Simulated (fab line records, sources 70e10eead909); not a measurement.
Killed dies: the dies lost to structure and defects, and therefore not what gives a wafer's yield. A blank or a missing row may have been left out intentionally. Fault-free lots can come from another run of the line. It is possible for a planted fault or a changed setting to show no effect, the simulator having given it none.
fab line records ; flow nandHarc
record lots=7; wafers=21; lastDay=33
route steps=1302 shown A_CHANNEL_FILL_D1@515 A_DECK1_JOINT@518 END@1302
lots with no fault: from the same line, run without faults
startH: hours from the record's opening day to when the first of the lot's shown wafers began ; waitH: hours from the lot's prior step to this one ; " repeats the value in the row above ; L1.1+2: a row that stands for several wafers ; - value missing, or start not given ; * or withheld: withheld ; < > ~ a bound
route shown NAME@n: a module of which the file shows steps, and the number in the route of the first ; usual: mean and standard deviation over wafers with no fault ; same: alike in all rows ; chamber/n: place in a boat ; sites: per-site readings ; _std_site: how widely they spread, as a standard deviation ; _edge_site: outer sites' mean less inner sites' ; radiusMm: for every site, how far away it sits from the centre of the wafer ; mask NAME#n: copy n ; behind: tool/chamber where the wafer was last shaped ; hold: reason for holding the lot/hours on hold/outcome of the hold ; device: which transistor (n, p or np) failed to switch ; end of line: the route-end tests of the same wafers ; step lacking rows: just its recipe ; killed: at the first sort, the dies lost to defects and structure; wafer yield is something else ; map: dies across one wafer; x = killed, . = not, _ = none there
set.NAME: setting as actually run; set.NAME@STEP: the setting as run at that earlier step ; model.NAME: the simulator's own value behind a step, which no gauge read
lots at selected steps of the route; one table per step, one row per wafer
services: a tool's chamber out of use, with start hour (startH, from the record's first day; less than 0 if before it), hours out, and reason
## steps
# step NHARC_A_CHANNEL_FILL_D1_SRD_12
# step NHARC_A_CHANNEL_FILL_D1_INSPECT_13
# usual rawDefectCount=317/120
lot.wafer;tool;chamber;startH;waitH;rawDefectCount
L581.1;defectInspect-02;-;240.07;0.0;339
L581.3;defectInspect-02;-;240.07;0.0;384
L581.4;defectInspect-02;-;240.07;0.0;341
L584.3;defectInspect-02;-;261.48;0.0;305
L584.4;defectInspect-02;-;261.48;0.0;331
L584.6;defectInspect-02;-;261.48;0.0;153
L582.4;defectInspect-01;-;299.26;0.0;424
L582.5;defectInspect-01;-;299.26;0.0;487
L582.6;defectInspect-01;-;299.26;0.0;545
L588.1;defectInspect-01;-;306.07;0.0;210
L588.4;defectInspect-01;-;306.07;0.0;175
L588.6;defectInspect-01;-;306.07;0.0;306
L598.1;defectInspect-01;-;406.52;0.0;579
L598.3;defectInspect-01;-;406.52;0.0;544
L598.5;defectInspect-01;-;406.52;0.0;308
L601.2;defectInspect-02;-;445.08;0.0;469
L601.3;defectInspect-02;-;445.08;0.0;253
L601.6;defectInspect-02;-;445.08;0.0;294
L604.2;defectInspect-02;-;458.25;0.0;288
L604.4;defectInspect-02;-;458.25;0.0;430
L604.5;defectInspect-02;-;458.25;0.0;277
# step NHARC_A_DECK1_JOINT_ETCHBACK_07
# recipe targetDepthA=1050; timeS=26.9; hbrFlowSccm=150; rfW=350; icpW=350; biasW=60; chemistry=HBr
# usual chamberPressureMTorr=14.999/0.012; drypumpMotorCurrentA=5.4/0.35; oesProductAu=1.001/0.012; throttleValvePct=23.267/0.0091
# same timeS=26.9
lot.wafer;tool;chamber;startH;waitH;chamberPressureMTorr;drypumpMotorCurrentA;oesProductAu;rfHoursCounterH;throttleValvePct
L581.4;rieSi-02;1;240.13;0.1;14.999;5.6;1.013;0.9;23.274
L581.1;rieSi-02;3;240.13;0.1;14.995;5.9;1.022;0.8;23.258
L581.3;rieSi-02;0;240.13;0.1;15.001;4.9;1.004;0.8;23.262
L584.4;rieSi-02;0;261.55;0.1;14.996;5.0;0.986;0.9;23.258
L584.3;rieSi-02;2;261.55;0.1;15.003;5.7;0.997;1.0;23.264
L584.6;rieSi-02;3;261.55;0.1;15.002;5.9;1.032;-;23.277
L582.4;rieSi-05;1;299.33;0.1;14.983;5.4;1.009;0.9;23.257
L582.5;rieSi-05;0;299.33;0.1;14.996;5.2;1.005;-;23.250
L582.6;rieSi-05;1;299.33;0.1;14.999;5.4;1.006;-;23.256
L588.1;rieSi-06;2;306.13;0.1;14.993;5.7;1.001;0.3;23.272
L588.4;rieSi-06;3;306.13;0.1;14.994;5.2;1.001;0.3;23.258
L588.6;rieSi-06;3;306.13;0.1;14.995;5.2;1.001;-;23.267
L598.3;rieSi-02;2;406.58;0.1;14.997;5.7;0.998;0.4;23.276
L598.1;rieSi-02;3;406.58;0.1;14.999;5.9;1.004;0.8;23.264
L598.5;rieSi-02;3;406.58;0.1;14.988;5.9;1.000;-;23.274
L601.2;rieSi-02;1;445.15;0.1;14.967;5.6;1.000;1.0;23.280
L601.3;rieSi-02;3;445.15;0.1;15.017;5.9;0.994;1.1;23.276
L601.6;rieSi-02;0;445.15;0.1;14.991;4.9;1.006;-;23.270
L604.2;rieSi-06;0;458.31;0.1;15.012;4.8;0.989;0.2;23.263
L604.4;rieSi-06;2;458.31;0.1;15.013;5.7;1.005;0.1;23.268
L604.5;rieSi-06;1;458.31;0.1;14.986;5.3;1.023;-;23.288
# step NHARC_A_DECK1_JOINT_ETCH_25
# recipe targetDepthA=5; chemistry=dHF; material=SiO2
# step NHARC_A_DECK1_JOINT_ETCH_19
# recipe tempC=25; targetDepthA=30; chemistry=TMAH; material=poly-Si
# step NHARC_A_DECK1_JOINT_ETCH_18
# recipe targetDepthA=30; chemistry=dHF; material=SiO2
# step NHARC_A_DECK1_JOINT_WET_08
# recipe tempC=160; timeS=86; chemistry=H3PO4
# step NHARC_A_DECK1_JOINT_ETCH_09
# recipe targetDepthA=50; chemistry=dHF; material=SiO2
# step NHARC_A_DECK1_JOINT_WET_10
# recipe tempC=160; timeS=86; chemistry=H3PO4
# step NHARC_A_DECK1_JOINT_ETCH_11
# recipe targetDepthA=350; chemistry=dHF; material=SiO2
# step NHARC_A_DECK1_JOINT_CVD_12
# recipe targetThkA=900; tempC=620; pressureMtorr=200; timeS=1800; material=poly-Si
# usual spikeTcLowerC=619.7/1.3; zonePowerLowerPct=9.2/0.48
# same timeS=1800
lot.wafer;tool;chamber;startH;waitH;spikeTcLowerC;zonePowerLowerPct
L581.1;lpcvdPoly-04;0;247.58;2.6;618.3;9.9
L581.3;lpcvdPoly-04;0;247.58;2.6;620.7;9.7
L581.4;lpcvdPoly-04;0;247.58;2.6;620.4;9.9
L581.1;lpcvdPoly-04;0;250.36;0.4;619.8;9.8
L581.3;lpcvdPoly-04;0;250.36;0.4;619.7;9.6
L581.4;lpcvdPoly-04;0;250.36;0.4;619.1;9.8
L584.3;lpcvdPoly-04;0;269.00;2.6;620.7;9.7
L584.4;lpcvdPoly-04;0;269.00;2.6;623.0;9.7
L584.6;lpcvdPoly-04;0;269.00;2.6;619.0;9.8
L584.3;lpcvdPoly-01;0;271.81;0.4;621.5;8.8
L584.4;lpcvdPoly-01;0;271.81;0.4;618.8;8.9
L584.6;lpcvdPoly-01;0;271.81;0.4;619.3;8.7
L582.4;lpcvdPoly-01;0;306.75;2.6;620.2;8.8
L582.5;lpcvdPoly-01;0;306.75;2.6;619.3;8.8
L582.6;lpcvdPoly-01;0;306.75;2.6;619.8;8.7
L588.1;lpcvdPoly-01;0;313.57;2.5;618.6;8.8
L588.4;lpcvdPoly-01;0;313.57;2.5;620.0;8.8
L588.6;lpcvdPoly-01;0;313.57;2.5;617.8;8.8
L588.1;lpcvdPoly-01;0;317.16;1.1;618.4;8.9
L588.4;lpcvdPoly-01;0;317.16;1.1;619.4;8.6
L588.6;lpcvdPoly-01;0;317.16;1.1;619.1;8.8
L598.1;lpcvdPoly-02;0;413.84;2.4;621.4;8.7
L598.3;lpcvdPoly-02;0;413.84;2.4;621.8;8.9
L598.5;lpcvdPoly-02;0;413.84;2.4;621.5;8.8
L601.2;lpcvdPoly-04;0;452.60;2.6;621.2;9.8
L601.3;lpcvdPoly-04;0;452.60;2.6;620.2;9.7
L601.6;lpcvdPoly-04;0;452.60;2.6;619.9;9.8
L604.2;lpcvdPoly-02;0;466.34;2.5;621.4;8.7
L604.4;lpcvdPoly-02;0;466.34;2.5;618.9;8.7
L604.5;lpcvdPoly-02;0;466.34;2.5;621.5;8.6
# step NHARC_A_DECK1_JOINT_CMP_13
# recipe targetThkNm=51.023
# usual edgeZonePressureFrac=1.000/0.0051; motorCurrentA=12.0/1.7; slurryFlowMlMin=150.1/0.49; timeToEndpointS=9.0/2.4
lot.wafer;tool;chamber;startH;waitH;edgeZonePressureFrac;motorCurrentA;slurryFlowMlMin;timeToEndpointS
L581.4;cmp-04;0;253.52;0.7;1.003;14.9;150.0;17.1
L581.3;cmp-04;1;253.52;0.7;0.998;11.3;149.9;13.4
L581.1;cmp-04;2;253.52;0.7;0.992;10.4;149.7;12.5
L584.3;cmp-01;0;276.79;2.5;0.998;16.9;149.9;21.7
L584.4;cmp-01;1;276.79;2.5;0.999;11.2;150.3;18.3
L584.6;cmp-01;3;276.79;2.5;0.990;11.5;149.6;22.1
L582.4;cmp-01;2;309.64;0.4;0.994;10.2;150.3;11.3
L582.5;cmp-01;1;309.64;0.4;0.996;10.9;150.0;8.8
L582.6;cmp-01;2;309.64;0.4;0.998;10.7;150.3;11.0
L588.1;cmp-02;2;320.45;0.8;0.990;11.6;149.8;16.0
L588.4;cmp-02;3;320.45;0.8;0.994;10.5;150.6;14.7
L588.6;cmp-02;2;320.45;0.8;0.989;12.3;150.5;17.6
L598.3;cmp-01;2;416.74;0.4;1.000;10.2;150.3;10.9
L598.1;cmp-01;3;416.74;0.4;0.994;11.8;150.5;10.4
L598.5;cmp-01;0;416.74;0.4;1.002;15.7;149.9;9.3
L601.3;cmp-02;3;455.47;0.4;1.005;10.6;150.3;4.8
L601.2;cmp-02;0;455.47;0.4;0.997;11.3;149.3;7.5
L601.6;cmp-02;3;455.47;0.4;1.002;10.7;150.8;7.5
L604.4;cmp-01;2;469.22;0.4;1.004;10.4;149.8;13.1
L604.2;cmp-01;0;469.22;0.4;0.992;16.2;149.6;11.1
L604.5;cmp-01;1;469.22;0.4;0.994;11.2;150.0;9.1
# step NHARC_A_DECK1_JOINT_THK_MEAS_14
# recipe thkMeasGauge=ellipsometry
# usual thkNm=50.7/1.7
lot.wafer;tool;chamber;startH;waitH;thkNm
L581.1;filmMetro-01;-;253.76;0.2;49.8
L581.3;filmMetro-01;-;253.76;0.2;48.9
L581.4;filmMetro-01;-;253.76;0.2;50.6
L584.3;filmMetro-02;-;277.02;0.2;52.4
L584.4;filmMetro-02;-;277.02;0.2;50.8
L584.6;filmMetro-02;-;277.02;0.2;50.9
L582.4;filmMetro-02;-;309.87;0.2;51.9
L582.5;filmMetro-02;-;309.87;0.2;49.7
L582.6;filmMetro-02;-;309.87;0.2;51.3
L588.1;filmMetro-02;-;320.67;0.2;49.0
L588.4;filmMetro-02;-;320.67;0.2;46.7
L588.6;filmMetro-02;-;320.67;0.2;51.6
L598.1;filmMetro-01;-;416.95;0.2;50.3
L598.3;filmMetro-01;-;416.95;0.2;51.5
L598.5;filmMetro-01;-;416.95;0.2;50.1
L601.2;filmMetro-02;-;455.70;0.2;51.5
L601.3;filmMetro-02;-;455.70;0.2;52.9
L601.6;filmMetro-02;-;455.70;0.2;51.0
L604.2;filmMetro-02;-;469.45;0.2;52.1
L604.4;filmMetro-02;-;469.45;0.2;50.5
L604.5;filmMetro-02;-;469.45;0.2;50.1
# step NHARC_END_SORT_01
# recipe tempC=25
# usual killedAtArray=55/22; killedAtOther=1.1/1.4; killedAtPeriphery=4/3.2; killedDies=59/22; killedOpen=3.3/1.8; killedShort=2.5/1.5
# same grossDies=677
lot.wafer;tool;chamber;startH;waitH;killedAtArray;killedAtOther;killedAtPeriphery;killedDies;killedOpen;killedShort
L588.6;prober-02;0;642.15;4.0;34;1;5;40;4;3
# killed by level:class
L588.6 A_CHANNEL_HOLE_D2:chamberFilmFlake=10 A_CHANNEL_HOLE_D1:chamberFilmFlake=6 A_DECK1_JOINT:chamberFilmFlake=5 A_STAIRCASE:chamberFilmFlake=5 P_STI:chamberFilmFlake=4 A_CHANNEL_HOLE_D1:geometricParticle:open=2 A_DECK1_JOINT:geometricParticle:short=2 A_ONON_D1:geometricParticle:short=1
## services
tool;chamber;startH;hours;kind
rieSi-02;3;218.23;3.5;repair
rieSi-02;-;224.90;0.6;repair
cmp-01;-;234.88;0.9;repair
cmp-02;-;236.84;4.0;pm
lpcvdPoly-01;-;238.57;3.0;repair
rieSi-06;1;245.42;1.5;repair
rieSi-06;-;249.00;9.0;pm
rieSi-06;1;262.14;7.5;repair
cmp-01;-;266.81;0.5;repair
cmp-02;-;267.75;1.7;repair
cmp-02;-;273.36;2.5;repair
cmp-01;-;273.43;3.3;repair
rieSi-02;-;277.00;9.0;pm
cmp-01;-;279.71;1.9;repair
cmp-01;-;285.68;4.0;pm
rieSi-06;0;289.77;4.2;repair
rieSi-02;2;290.13;27.9;repair
cmp-02;-;324.76;1.5;repair
cmp-01;-;328.49;4.3;repair
cmp-01;-;333.04;0.4;repair
cmp-02;-;334.84;4.0;pm
rieSi-06;0;336.27;14.2;repair
cmp-01;-;383.68;4.0;pm
rieSi-02;-;454.00;9.0;pm
## key
firstSign step=NHARC_A_DECK1_JOINT_CVD_12; reading=visit; direction=added
effect step=NHARC_A_DECK1_JOINT_CMP_13; reading=timeToEndpointS; direction=up; sigmas=3.4; usual=*; struck=*
metAt NHARC_A_DECK1_JOINT_CVD_12
struckWafers L581.1,L581.3,L581.4,L584.3,L584.4,L584.6,L588.1,L588.4,L588.6
testerLeftOut L581,L584,L588
fault kind=repeatedStepWhole; tool=lpcvdPoly-01,lpcvdPoly-02,lpcvdPoly-04; chamber=-; onsetH=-; steps=NHARC_A_DECK1_JOINT_CVD_12; times=1; scope=struckLotsOnly
# testerLeftOut: of these lots the tester's yield and bins aren't shown, on N5 and GAA mostly nor the transistor test; their killed dies are dies lost to structure and defects alone, not to doping, threshold or leakage, so they don't give the yield
